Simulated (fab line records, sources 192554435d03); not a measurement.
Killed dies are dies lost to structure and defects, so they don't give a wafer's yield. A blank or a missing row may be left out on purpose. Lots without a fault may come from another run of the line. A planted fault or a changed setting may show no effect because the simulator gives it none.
fab line records | flow n5_finfet
record lots=11 wafers=33 last_day=17
route steps=1938 shown BEOL_M1@824 BEOL_M2@845 BEOL_M4@1111 PASSIVATION@1936
lots that met no fault: from a run of the same line without faults
start_h: hours from the record's first day to the start of the lot's first wafer shown | wait_h: hours since the lot's step before | " the same as in the row above | L1.1+2: a row that stands for several wafers | - no value, or no start given | * or withheld: withheld | < > ~ a bound
route shown NAME@n: a module of which the file shows steps, and the number in the route of the first | usual: mean/standard deviation of fault-free wafers | same: alike in all rows | chamber/n: place in a boat | sites: the reading at each site | _std_site: their standard deviation | _edge_site: outer sites' mean less inner sites' | radius_mm: how far each site lies from the wafer's centre | mask NAME#n: copy n | behind: the tool/chamber that last shaped the wafer | hold: why the lot was held/for how many hours/how that ended | device: the transistor (n, p or np) that didn't switch | end of line: the same wafers' tests at the end of the route | a step without rows: its recipe alone | killed: dies lost to structure and defects at the first sort, not the wafer's yield | map: a wafer's dies, x killed, . not, _ none there
set.NAME: the setting as run; set.NAME@STEP: as run at that earlier step | model.NAME: the simulator's own value behind a step, which no gauge read
steps of the route over a sample of lots; a table a step, a row a wafer
services: from which hour (start_h, from the record's first day; less than 0 if before it) a tool's chamber was out of use, for how many hours, and why
## steps
# step N5_BEOL_M1_SPUTTER_90
# recipe material=Cu target_thk_a=45 temp_c=-20 chamber_pressure_pa=0.07 power_w=withheld time_s=8.29
# usual throttle_valve_pct=29.9/1.1
# columns lot.wafer tool chamber start_h wait_h throttle_valve_pct
L822.3 pvd_sputter-03 - 131.62 0.1 30.9
L822.4 " - " " 28.6
L822.5 " - " " 29.1
L823.2 pvd_sputter-03 - 137.23 0.1 29.3
L823.5 " - " " 29.4
L823.6 " - " " 28.7
L824.1 pvd_sputter-03 - 149.36 0.1 28.6
L824.4 " - " " 29.0
L824.6 " - " " 31.2
L826.1 pvd_sputter-03 - 165.37 0.1 28.9
L826.2 " - " " 30.8
L826.5 " - " " 28.7
L832.1 pvd_sputter-01 - 192.12 0.1 30.3
L832.3 " - " " 30.2
L832.4 " - " " 31.8
L836.1 pvd_sputter-03 - 228.98 0.1 28.5
L836.3 " - " " 29.2
L836.4 " - " " 31.0
L837.1 pvd_sputter-01 - 229.54 0.1 31.7
L837.4 " - " " 30.5
L837.5 " - " " 30.3
L839.2 pvd_sputter-01 - 241.30 0.1 28.2
L839.3 " - " " 31.6
L839.6 " - " " 30.3
L841.1 pvd_sputter-02 - 246.29 0.1 32.2
L841.3 " - " " 29.8
L841.6 " - " " 30.1
L842.2 pvd_sputter-01 - 256.34 0.1 31.5
L842.3 " - " " 28.1
L842.5 " - " " 31.6
L843.1 pvd_sputter-03 - 259.07 0.1 29.3
L843.3 " - " " 28.9
L843.4 " - " " 31.1
# step N5_BEOL_M1_ANNEAL_51
# recipe temp_c=225 time_s=90 ambient=N2
# usual wafer_temp_C_max=226.2/0.36
# columns lot.wafer tool chamber start_h wait_h wafer_temp_C_max
L822.3 rtp_anneal-01 0 132.98 0.5 226.0
L822.4 " 0 " " 225.8
L822.5 " 0 " " 225.8
L823.2 rtp_anneal-02 0 138.13 0.1 226.0
L823.5 " 0 " " 226.3
L823.6 " 0 " " 226.5
L824.1 rtp_anneal-01 0 150.22 0.1 225.8
L824.4 " 0 " " 225.7
L824.6 " 0 " " 226.4
L826.1 rtp_anneal-02 0 166.23 0.1 226.2
L826.2 " 0 " " 226.3
L826.5 " 0 " " 226.4
L832.1 rtp_anneal-02 0 193.12 0.2 226.3
L832.3 " 0 " " 226.5
L832.4 " 0 " " 226.2
L836.1 rtp_anneal-02 0 230.12 0.4 226.4
L836.3 " 0 " " 226.3
L836.4 " 0 " " 226.2
L837.1 rtp_anneal-02 0 230.40 0.1 226.5
L837.4 " 0 " " 226.2
L837.5 " 0 " " 226.3
L839.2 rtp_anneal-01 0 242.69 0.6 225.7
L839.3 " 0 " " 226.2
L839.6 " 0 " " 225.9
L841.1 rtp_anneal-02 0 247.15 0.1 226.5
L841.3 " 0 " " 226.7
L841.6 " 0 " " 227.3
L842.2 rtp_anneal-02 0 257.25 0.1 226.4
L842.3 " 0 " " 226.2
L842.5 " 0 " " 226.6
L843.1 rtp_anneal-01 0 259.92 0.1 225.8
L843.3 " 0 " " 225.7
L843.4 " 0 " " 226.0
# step N5_BEOL_M1_INSPECT_59
# recipe inspect_instrument=darkfield mode=post_dep
# usual raw_defect_count=66/20
# columns lot.wafer tool chamber start_h wait_h raw_defect_count
L822.3 defect_inspect-02 - 133.77 0.0 77
L822.4 " - " " 57
L822.5 " - " " 47
L823.2 defect_inspect-01 - 138.97 0.0 38
L823.5 " - " " 62
L823.6 " - " " 58
L824.1 defect_inspect-01 - 151.09 0.0 84
L824.4 " - " " 95
L824.6 " - " " 93
L826.1 defect_inspect-02 - 167.10 0.0 90
L826.2 " - " " 38
L826.5 " - " " 68
L832.1 defect_inspect-02 - 194.17 0.0 52
L832.3 " - " " 47
L832.4 " - " " 38
L836.1 defect_inspect-01 - 231.03 0.0 63
L836.3 " - " " 33
L836.4 " - " " 53
L837.1 defect_inspect-01 - 231.31 0.0 62
L837.4 " - " " 66
L837.5 " - " " 76
L839.2 defect_inspect-01 - 243.77 0.0 86
L839.3 " - " " 110
L839.6 " - " " 45
L841.1 defect_inspect-02 - 248.02 0.0 81
L841.3 " - " " 72
L841.6 " - " " 45
L842.2 defect_inspect-01 - 258.16 0.0 45
L842.3 " - " " 67
L842.5 " - " " 21
L843.1 defect_inspect-01 - 260.83 0.0 67
L843.3 " - " " 33
L843.4 " - " " 46
# step N5_BEOL_M2_COAT_61
# recipe resist=SOC temp_c=250 time_s=60 spin_rpm=1500 resist_thk_nm=60
# usual spin_speed_rpm=1500.3/0.99
# columns lot.wafer tool chamber start_h wait_h spin_speed_rpm
L822.3 litho_track-02 0 135.24 0.1 1501.0
L822.4 " 0 " " 1499.9
L822.5 " 0 " " 1499.7
L823.2 litho_track-02 0 139.36 0.1 1502.1
L823.5 " 0 " " 1499.7
L823.6 " 0 " " 1499.3
L824.1 litho_track-01 0 151.64 0.1 1502.2
L824.4 " 0 " " 1501.3
L824.6 " 0 " " 1500.4
L826.1 litho_track-01 0 167.43 0.1 1500.5
L826.2 " 0 " " 1499.4
L826.5 " 0 " " 1499.7
L832.1 litho_track-05 0 198.22 0.1 1500.0
L832.3 " 0 " " 1500.5
L832.4 " 0 " " 1500.0
L836.1 litho_track-01 0 234.99 0.1 1811.7
L836.3 " 0 " " 1811.6
L836.4 " 0 " " 1812.2
L837.1 litho_track-01 0 235.21 0.1 1810.7
L837.4 " 0 " " 1809.7
L837.5 " 0 " " 1812.6
L839.2 litho_track-05 0 244.78 0.1 1500.4
L839.3 " 0 " " 1500.1
L839.6 " 0 " " 1499.7
L841.1 litho_track-02 0 248.74 0.1 1499.8
L841.3 " 0 " " 1499.7
L841.6 " 0 " " 1500.1
L842.2 litho_track-02 0 260.69 0.1 1502.5
L842.3 " 0 " " 1501.8
L842.5 " 0 " " 1500.5
L843.1 litho_track-02 0 261.67 0.1 1502.2
L843.3 " 0 " " 1500.7
L843.4 " 0 " " 1501.2
# step N5_BEOL_M4_RC_MEAS_101
# usual DIBL_N=35.8/1.6 DIBL_P=36.0/1.9 IOFF_N=0.151/0.029 IOFF_P=0.21/0.037 ION_N=673/12 ION_P=463/7.3 SS_N=71.5/0.58 SS_P=73.2/0.61 VT_N=251/3.3 VT_P=-250/3.3
# columns lot.wafer tool chamber start_h wait_h DIBL_N[mV/V] DIBL_P[mV/V] IOFF_N[nA/um] IOFF_P[nA/um] ION_N[uA/um] ION_P[uA/um] SS_N[mV/dec] SS_P[mV/dec] VT_N[mV] VT_P[mV]
L822.3 prober-02 0 162.23 0.9 35.4 34.9 0.115 0.18 662 461 70.7 72.2 256 -253
L822.4 " 0 " " 36.9 35.9 0.139 0.19 667 463 71.1 72.0 254 -251
L822.5 " 0 " " 38.8 37.9 0.175 0.23 679 462 72.4 73.5 250 -250
L823.2 prober-01 0 167.39 0.2 34.9 32.7 0.118 0.16 658 451 71.1 71.6 255 -254
L823.5 " 0 " " 36.3 35.0 0.145 0.19 676 466 71.4 73.5 252 -251
L823.6 " 0 " " 36.6 35.8 0.162 0.22 675 467 71.1 73.3 247 -248
L824.1 prober-01 0 186.70 0.0 36.8 36.7 0.151 0.20 668 456 72.1 73.5 253 -252
L824.4 " 0 " " 35.3 34.5 0.128 0.17 657 457 71.0 72.6 254 -253
L824.6 " 0 " " 34.1 33.3 0.108 0.15 652 452 71.1 72.0 257 -253
L826.1 prober-02 0 208.71 0.0 37.3 36.7 0.142 0.21 666 465 71.2 72.9 252 -248
L826.2 " 0 " " 38.8 38.8 0.179 0.25 688 468 72.3 73.8 249 -248
L826.5 " 0 " " 37.0 36.2 0.137 0.20 660 461 71.1 72.8 255 -251
L832.1 prober-02 0 239.33 0.0 35.1 36.2 0.152 0.22 666 462 72.1 72.9 254 -247
L832.3 " 0 " " 32.7 34.1 0.119 0.19 669 465 70.8 73.1 252 -248
L832.4 " 0 " " 35.1 37.4 0.175 0.25 691 475 71.3 73.8 247 -247
L836.1 prober-02 0 261.04 0.0 38.4 38.4 0.191 0.24 689 473 71.1 73.7 247 -250
L836.3 " 0 " " 37.6 36.6 0.158 0.20 674 455 71.8 73.1 251 -252
L836.4 " 0 " " 35.3 34.5 0.130 0.18 651 448 71.3 73.1 252 -252
L837.1 prober-02 0 276.55 0.0 36.8 38.4 0.179 0.24 691 479 71.9 73.8 248 -248
L837.4 " 0 " " 38.9 39.4 0.191 0.25 688 467 72.7 74.2 248 -246
L837.5 " 0 " " 37.2 39.1 0.189 0.25 680 473 71.8 73.2 246 -246
L839.2 prober-01 0 277.44 0.2 33.5 33.6 0.129 0.17 672 457 70.5 72.7 254 -252
L839.3 " 0 " " 34.4 34.1 0.130 0.18 676 465 70.6 72.7 253 -252
L839.6 " 0 " " 33.5 32.7 0.115 0.17 656 456 70.9 72.2 255 -252
L841.1 prober-02 0 284.78 0.0 35.8 36.4 0.151 0.23 665 460 71.4 72.8 251 -247
L841.3 " 0 " " 33.0 32.9 0.107 0.17 649 454 70.8 72.0 252 -252
L841.6 " 0 " " 35.1 35.1 0.144 0.21 672 461 71.1 73.1 252 -250
L842.2 prober-01 0 298.89 0.2 34.1 35.2 0.132 0.18 647 459 71.3 73.8 253 -253
L842.3 " 0 " " 38.7 39.7 0.234 0.26 708 469 72.9 74.2 244 -247
L842.5 " 0 " " 34.6 37.3 0.162 0.22 687 470 72.3 73.6 246 -254
L843.1 prober-01 0 306.56 0.0 37.7 38.0 0.210 0.29 692 477 72.4 73.5 247 -245
L843.3 " 0 " " 36.0 36.1 0.178 0.24 681 473 71.2 73.3 246 -248
L843.4 " 0 " " 35.0 33.9 0.142 0.20 678 467 71.7 72.5 250 -250
# step N5_PASSIVATION_PROBE_49
# usual defect_limited_yield=90.9/1.4 killed_at_M0_to_M3=37/12 killed_at_M4_up=14/5.3 killed_at_contacts=12/6.2 killed_at_front_end=41/11 killed_at_other=3.7/2.9 killed_dies=107/17 killed_on_rim=14/4.4 killed_open=71/12 killed_short=34/7.9 sort_bin_5_function=5.3/0.95 sort_bin_6_memory=3.4/0.7 sort_bin_8_speed=0.00/0.0099 sort_n_pass=1073/17 sort_yield_pct=90.9/1.5
# same gross_dies=1180 killed_at_back_side=0 sort_bin_4_leakage[%]=0
# columns lot.wafer tool chamber start_h wait_h defect_limited_yield[%] killed_at_M0_to_M3 killed_at_M4_up killed_at_contacts killed_at_front_end killed_at_other killed_dies killed_on_rim killed_open killed_short sort_bin_5_function[%] sort_bin_6_memory[%] sort_bin_8_speed[%] sort_n_pass sort_yield_pct[%]
L822.3 prober-02 - 272.65 0.1 89.9 36 10 29 42 2 119 17 82 36 6.2 3.6 0 1061 89.9
L822.4 prober-02 - 272.70 0.2 91.9 41 13 10 31 0 95 4 50 41 4.8 3.0 0 1085 91.9
L822.5 prober-02 - 272.75 0.2 91.4 26 8 30 35 2 101 12 74 26 5.1 3.3 0 1079 91.4
L823.2 prober-02 - 277.60 0.1 91.7 41 3 15 32 7 98 14 66 30 4.6 3.6 0 1082 91.7
L823.5 prober-02 - 277.75 0.2 91.3 42 13 4 43 1 103 12 66 33 5.7 2.5 0 1077 91.3
L823.6 prober-02 - 277.80 0.3 91.1 43 7 17 33 5 105 11 68 34 5.3 3.2 0 1075 91.1
L824.1 prober-01 - 286.07 0.0 91.3 39 10 17 36 1 103 14 73 29 5.1 3.2 0 1077 91.3
L824.4 prober-01 - 286.22 0.2 92.0 39 12 11 27 5 94 7 62 32 4.4 3.3 0 1086 92.0
L824.6 prober-01 - 286.32 0.3 92.5 34 9 21 17 8 89 12 59 27 4.6 2.8 0 1091 92.5
L826.1 prober-01 - 316.90 0.0 92.7 25 19 7 34 1 86 13 56 29 4.2 2.8 0 1094 92.7
L826.2 prober-01 - 316.95 0.1 91.8 35 11 5 42 4 97 11 61 36 4.6 3.2 0 1083 91.8
L826.5 prober-01 - 317.10 0.2 94.9 25 11 2 21 1 60 6 40 19 3.4 1.6 0 1120 94.9
L832.1 prober-02 - 341.82 0.0 88.8 51 13 12 52 4 132 21 91 38 6.2 4.5 0 1048 88.8
L832.3 prober-02 - 341.92 0.1 91.2 32 21 19 30 2 104 8 69 32 5.3 2.9 0 1076 91.2
L832.4 prober-02 - 341.97 0.2 90.7 34 14 11 43 8 110 11 69 40 5.3 3.7 0 1070 90.7
L836.1 prober-02 - 366.66 0.0 90.3 57 12 15 29 2 115 13 81 33 6.1 3.4 0 1065 90.3
L836.3 prober-02 - 366.76 0.1 91.4 49 16 8 27 2 102 11 69 33 4.9 3.6 0 1078 91.4
L836.4 prober-02 - 366.81 0.2 91.3 61 19 7 16 0 103 8 77 26 4.9 3.6 0 1077 91.3
L837.1 prober-01 - 374.72 0.0 92.1 20 8 17 44 4 93 7 60 33 4.7 2.8 0 1087 92.1
L837.4 prober-01 - 374.87 0.2 91.0 34 11 18 39 4 106 14 73 33 5.8 2.9 0 1074 91.0
L837.5 prober-01 - 374.92 0.2 91.1 28 14 29 30 4 105 12 72 31 6.2 2.6 0 1075 91.1
L839.2 prober-01 - 387.45 0.1 89.2 37 25 7 54 5 128 16 86 41 5.9 4.7 0 1052 89.2
L839.3 prober-01 - 387.50 0.1 91.8 26 12 13 42 4 97 9 66 28 4.9 2.9 0 1083 91.8
L839.6 prober-01 - 387.65 0.3 89.2 35 13 22 57 1 128 23 82 38 6.3 3.9 0.08 1051 89.1
L841.1 prober-02 - 395.21 0.0 89.6 39 14 22 43 5 123 20 92 31 6.6 3.5 0 1057 89.6
L841.3 prober-02 - 395.31 0.1 88.4 44 21 22 48 2 137 16 92 43 7.0 4.2 0 1043 88.4
L841.6 prober-02 - 395.46 0.3 90.1 37 20 19 40 1 117 21 77 36 6.2 3.2 0 1063 90.1
L843.1 prober-01 - 403.41 0.0 90.2 34 13 6 62 1 116 16 72 41 5.4 3.8 0 1064 90.2
L843.3 prober-01 - 403.51 0.1 91.4 43 16 16 23 4 102 13 63 38 5.3 3.0 0 1078 91.4
L843.4 prober-01 - 403.56 0.2 90.3 52 10 13 39 1 115 15 72 42 5.3 4.2 0 1065 90.3
L842.2 prober-02 - 409.57 0.1 92.5 27 14 3 42 2 88 10 57 30 4.8 2.2 0 1092 92.5
L842.3 prober-02 - 409.62 0.1 90.8 23 9 10 51 15 108 13 76 31 5.9 2.8 0 1072 90.8
L842.5 prober-02 - 409.72 0.2 91.4 28 18 9 39 7 101 10 64 35 4.7 3.6 0 1079 91.4
# killed by level:class
L822.3 MOL_CONTACT_COAG:geometric_particle:open=21 STI_FIN_REVEAL:geometric_particle:open=11 BEOL_M0_SAQP:geometric_particle:open=11 MOL_CONTACT_COAG:geometric_particle:short=8 DUMMY_GATE:geometric_particle:open=6 BEOL_M0_SAQP:geometric_particle:short=6 BEOL_M1:geometric_particle:open=6 BEOL_M2:geometric_particle:open=6
L822.4 BEOL_M0_SAQP:geometric_particle:short=18 BEOL_M0_SAQP:geometric_particle:open=8 STI_FIN_REVEAL:geometric_particle:open=6 DUMMY_GATE:geometric_particle:open=6 MOL_CONTACT_COAG:geometric_particle:open=6 GATE_CUT:geometric_particle:short=5 MOL_CONTACT_COAG:geometric_particle:short=4 BEOL_M2:geometric_particle:open=4
L822.5 MOL_CONTACT_COAG:geometric_particle:open=25 STI_FIN_REVEAL:geometric_particle:open=13 BEOL_M0_SAQP:geometric_particle:short=6 FIN_SAQP:geometric_particle:open=5 MOL_CONTACT_COAG:geometric_particle:short=5 BEOL_M0_SAQP:geometric_particle:open=5 BEOL_M1:geometric_particle:open=4 BEOL_M2:geometric_particle:open=4
L823.2 MOL_CONTACT_COAG:geometric_particle:open=14 FIN_SAQP:geometric_particle:open=9 BEOL_M0_SAQP:geometric_particle:short=9 BEOL_M0_SAQP:geometric_particle:open=8 BEOL_M3:geometric_particle:open=7 DUMMY_GATE:geometric_particle:open=5 BEOL_M2:geometric_particle:open=5 FIN_SAQP:geometric_particle:short=4
L823.5 BEOL_M0_SAQP:geometric_particle:short=14 DUMMY_GATE:geometric_particle:open=8 BEOL_M0_SAQP:geometric_particle:open=8 BEOL_M1:geometric_particle:open=6 BEOL_M4:geometric_particle:open=6 STI_FIN_REVEAL:geometric_particle:open=5 GATE_CUT:geometric_particle:short=4 BEOL_M0:geometric_particle:open=4
L823.6 MOL_CONTACT_COAG:geometric_particle:open=9 BEOL_M1:geometric_particle:open=9 BEOL_M0_SAQP:geometric_particle:open=8 BEOL_M2:geometric_particle:open=8 MOL_CONTACT_COAG:geometric_particle:short=7 FIN_SAQP:geometric_particle:open=6 FIN_SAQP:geometric_particle:short=5 BEOL_M0_SAQP:geometric_particle:short=5
L824.1 MOL_CONTACT_COAG:geometric_particle:open=16 FIN_SAQP:geometric_particle:short=13 FIN_SAQP:geometric_particle:open=7 BEOL_M2:geometric_particle:open=7 BEOL_M3:geometric_particle:open=7 BEOL_M4:geometric_particle:open=7 BEOL_M0:geometric_particle:open=6 BEOL_M1:geometric_particle:open=5
L824.4 BEOL_M2:geometric_particle:open=13 FIN_SAQP:geometric_particle:open=7 MOL_CONTACT_COAG:geometric_particle:open=7 BEOL_M4:geometric_particle:open=7 FIN_SAQP:geometric_particle:short=5 STI_FIN_REVEAL:geometric_particle:open=5 BEOL_M0:geometric_particle:short=5 MOL_CONTACT_COAG:geometric_particle:short=4
L824.6 MOL_CONTACT_COAG:geometric_particle:open=14 BEOL_M1:geometric_particle:open=8 BEOL_M0_SAQP:geometric_particle:open=7 MOL_CONTACT_COAG:geometric_particle:short=6 BEOL_M3:geometric_particle:open=6 BEOL_M5:geometric_particle:open=5 PASS1_CAP:geometric_particle:short=5 FIN_SAQP:geometric_particle:short=4
L826.1 FIN_SAQP:geometric_particle:short=7 BEOL_M1:geometric_particle:open=7 BEOL_M4:geometric_particle:open=7 STI_FIN_REVEAL:geometric_particle:open=6 BEOL_M3:geometric_particle:open=6 MOL_CONTACT_COAG:geometric_particle:short=5 GATE_CUT:geometric_particle:short=4 BEOL_M2:geometric_particle:open=4
L826.2 BEOL_M0_SAQP:geometric_particle:open=14 FIN_SAQP:geometric_particle:short=12 FIN_SAQP:geometric_particle:open=9 BEOL_M0_SAQP:geometric_particle:short=7 BEOL_M7:geometric_particle:open=6 DUMMY_GATE:geometric_particle:open=5 BEOL_M0:geometric_particle:open=4 FIN_CUT:geometric_particle:open=3
L826.5 BEOL_M2:geometric_particle:open=10 FIN_SAQP:geometric_particle:open=7 FIN_SAQP:geometric_particle:short=5 BEOL_M4:geometric_particle:open=5 BEOL_M3:geometric_particle:open=4 BEOL_M1:geometric_particle:open=4 BEOL_M0_SAQP:geometric_particle:short=3 BEOL_M1:geometric_particle:short=3
L832.1 BEOL_M3:geometric_particle:open=12 MOL_CONTACT_COAG:geometric_particle:open=11 FIN_SAQP:geometric_particle:open=10 FIN_SAQP:geometric_particle:short=10 BEOL_M0_SAQP:geometric_particle:open=10 GATE_CUT:geometric_particle:short=9 BEOL_M0_SAQP:geometric_particle:short=9 BEOL_M1:geometric_particle:open=9
L832.3 MOL_CONTACT_COAG:geometric_particle:open=13 STI_FIN_REVEAL:geometric_particle:open=9 BEOL_M4:geometric_particle:open=9 BEOL_M3:geometric_particle:open=7 FIN_SAQP:geometric_particle:short=5 MOL_CONTACT_COAG:geometric_particle:short=5 BEOL_M1:geometric_particle:open=5 BEOL_M2:geometric_particle:short=5
L832.4 BEOL_M0_SAQP:geometric_particle:open=12 BEOL_M0_SAQP:geometric_particle:short=11 GATE_CUT:geometric_particle:open=10 DUMMY_GATE:geometric_particle:open=8 MOL_CONTACT_COAG:geometric_particle:open=8 STI_FIN_REVEAL:geometric_particle:open=6 FIN_SAQP:geometric_particle:short=5 GATE_CUT:geometric_particle:short=4
L836.1 MOL_CONTACT_COAG:geometric_particle:open=14 BEOL_M0:geometric_particle:open=12 BEOL_M0_SAQP:geometric_particle:short=9 BEOL_M2:geometric_particle:open=7 BEOL_M0_SAQP:geometric_particle:open=7 BEOL_M1:geometric_particle:open=7 FIN_SAQP:geometric_particle:open=5 GATE_CUT:geometric_particle:short=5
L836.3 BEOL_M2:geometric_particle:open=11 BEOL_M4:geometric_particle:open=9 BEOL_M0:geometric_particle:open=7 STI_FIN_REVEAL:geometric_particle:open=6 GATE_CUT:geometric_particle:open=6 BEOL_M0_SAQP:geometric_particle:short=6 MOL_CONTACT_COAG:geometric_particle:open=5 BEOL_M1:geometric_particle:short=5
L836.4 BEOL_M1:geometric_particle:open=14 BEOL_M0_SAQP:geometric_particle:open=13 BEOL_M2:geometric_particle:open=10 MOL_CONTACT_COAG:geometric_particle:open=7 BEOL_M0:geometric_particle:open=6 BEOL_M4:geometric_particle:open=6 BEOL_M3:geometric_particle:open=5 BEOL_M6:geometric_particle:open=4
L837.1 MOL_CONTACT_COAG:geometric_particle:open=14 STI_FIN_REVEAL:geometric_particle:open=14 STI_FIN_REVEAL:geometric_particle:short=8 BEOL_M2:geometric_particle:open=7 FIN_SAQP:geometric_particle:short=6 BEOL_M3:geometric_particle:open=5 FIN_SAQP:geometric_particle:open=4 GATE_CUT:geometric_particle:short=4
L837.4 MOL_CONTACT_COAG:geometric_particle:open=16 STI_FIN_REVEAL:geometric_particle:open=13 FIN_SAQP:geometric_particle:open=10 BEOL_M0_SAQP:geometric_particle:open=9 FIN_SAQP:geometric_particle:short=8 BEOL_M0_SAQP:geometric_particle:short=8 BEOL_M1:geometric_particle:short=4 DUMMY_GATE:geometric_particle:open=3
L837.5 MOL_CONTACT_COAG:geometric_particle:open=26 FIN_SAQP:geometric_particle:open=9 STI_FIN_REVEAL:geometric_particle:open=5 STARTING-WAFER:geometric_particle:open=5 BEOL_M0:geometric_particle:open=5 BEOL_M1:geometric_particle:short=5 BEOL_M4:geometric_particle:open=5 BEOL_M0_SAQP:geometric_particle:open=4
L839.2 STI_FIN_REVEAL:geometric_particle:open=22 BEOL_M4:geometric_particle:open=16 BEOL_M3:geometric_particle:open=11 BEOL_M2:geometric_particle:open=9 STI_FIN_REVEAL:geometric_particle:short=7 MOL_CONTACT_COAG:geometric_particle:open=7 BEOL_M0_SAQP:geometric_particle:short=7 FIN_SAQP:geometric_particle:open=6
L839.3 DUMMY_GATE:geometric_particle:open=14 MOL_CONTACT_COAG:geometric_particle:open=9 BEOL_M0_SAQP:geometric_particle:short=8 BEOL_M2:geometric_particle:open=8 BEOL_M0_SAQP:geometric_particle:open=7 FIN_SAQP:geometric_particle:short=6 STI_FIN_REVEAL:geometric_particle:open=6 BEOL_M6:geometric_particle:open=5
L839.6 STI_FIN_REVEAL:geometric_particle:open=17 MOL_CONTACT_COAG:geometric_particle:open=17 BEOL_M2:geometric_particle:open=12 BEOL_M0_SAQP:geometric_particle:short=9 FIN_SAQP:geometric_particle:short=8 DUMMY_GATE:geometric_particle:open=8 BEOL_M0_SAQP:geometric_particle:open=8 MOL_CONTACT_COAG:geometric_particle:short=5
L841.1 STI_FIN_REVEAL:geometric_particle:open=21 MOL_CONTACT_COAG:geometric_particle:open=19 BEOL_M0_SAQP:geometric_particle:open=11 BEOL_M2:geometric_particle:open=8 FIN_SAQP:geometric_particle:open=7 BEOL_M4:geometric_particle:open=7 BEOL_M3:geometric_particle:open=6 STI_FIN_REVEAL:geometric_particle:short=4
L841.3 STI_FIN_REVEAL:geometric_particle:open=20 MOL_CONTACT_COAG:geometric_particle:open=19 BEOL_M0_SAQP:geometric_particle:short=9 BEOL_M0_SAQP:geometric_particle:open=9 BEOL_M1:geometric_particle:open=9 BEOL_M4:geometric_particle:open=9 BEOL_M4:geometric_particle:short=9 FIN_SAQP:geometric_particle:short=7
L841.6 FIN_SAQP:geometric_particle:open=14 MOL_CONTACT_COAG:geometric_particle:open=14 BEOL_M4:geometric_particle:open=11 BEOL_M0_SAQP:geometric_particle:open=8 BEOL_M2:geometric_particle:open=8 BEOL_M2:geometric_particle:short=6 BEOL_M0_SAQP:geometric_particle:short=6 STI_FIN_REVEAL:geometric_particle:open=5
L843.1 FIN_SAQP:geometric_particle:open=22 FIN_SAQP:geometric_particle:short=12 GATE_CUT:geometric_particle:short=9 BEOL_M0_SAQP:geometric_particle:open=7 BEOL_M1:geometric_particle:open=7 BEOL_M3:geometric_particle:short=6 BEOL_M4:geometric_particle:open=6 BEOL_M2:geometric_particle:open=5
L843.3 MOL_CONTACT_COAG:geometric_particle:open=12 BEOL_M4:geometric_particle:open=9 BEOL_M1:geometric_particle:open=8 BEOL_M0_SAQP:geometric_particle:short=8 BEOL_M2:geometric_particle:open=7 BEOL_M0_SAQP:geometric_particle:open=6 BEOL_M3:geometric_particle:short=6 FIN_SAQP:geometric_particle:short=5
L843.4 BEOL_M0_SAQP:geometric_particle:open=16 BEOL_M1:geometric_particle:open=12 FIN_SAQP:geometric_particle:open=11 MOL_CONTACT_COAG:geometric_particle:open=11 BEOL_M3:geometric_particle:short=8 BEOL_M0_SAQP:geometric_particle:short=7 FIN_SAQP:geometric_particle:short=6 BEOL_M1:geometric_particle:short=6
L842.2 FIN_SAQP:geometric_particle:open=11 FIN_SAQP:geometric_particle:short=9 DUMMY_GATE:geometric_particle:open=9 BEOL_M0_SAQP:geometric_particle:short=7 BEOL_M0_SAQP:geometric_particle:open=5 BEOL_M2:geometric_particle:short=4 BEOL_M3:geometric_particle:open=4 BEOL_M4:geometric_particle:open=4
L842.3 STI_FIN_REVEAL:geometric_particle:open=16 FIN_SAQP:geometric_particle:open=14 FIN_SAQP:geometric_particle:short=9 BEOL_M2:geometric_particle:open=9 MOL_CONTACT_COAG:geometric_particle:open=8 PASS1_CAP:geometric_particle:open=5 BEOL_M5:geometric_particle:open=4 BEOL_M1:geometric_particle:open=3
L842.5 FIN_SAQP:geometric_particle:open=10 MOL_CONTACT_COAG:geometric_particle:open=9 BEOL_M0_SAQP:geometric_particle:open=7 BEOL_M3:geometric_particle:open=7 BEOL_M2:geometric_particle:short=6 BEOL_M4:geometric_particle:open=6 FIN_SAQP:geometric_particle:short=5 STI_FIN_REVEAL:geometric_particle:open=5
## services
# columns tool chamber start_h hours kind
pvd_sputter-01 - 137.17 2.2 repair
litho_track-01 - 140.28 - consumable_replace:filter
pvd_sputter-01 - 231.67 2.2 repair
pvd_sputter-01 - 236.50 2.7 repair
## key
first_sign step=N5_BEOL_M2_COAT_61 reading=spin_speed_rpm direction=up sigmas=99+ usual=* struck=*
effect none on later readings
met_at N5_BEOL_M2_COAT_61
struck_lots L836,L837
not_acting_at N5_BEOL_M1_SPUTTER_90,N5_BEOL_M1_ANNEAL_51,N5_BEOL_M1_INSPECT_59
onset_between 167.43 234.99
fault kind=process_parameter_drift tool=litho_track-01 chamber=- onset_h=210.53 steps=N5_BEOL_M2_COAT_61 channel=spin_rpm offset=* shape=step end_h=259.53 acts_in=* stated=*
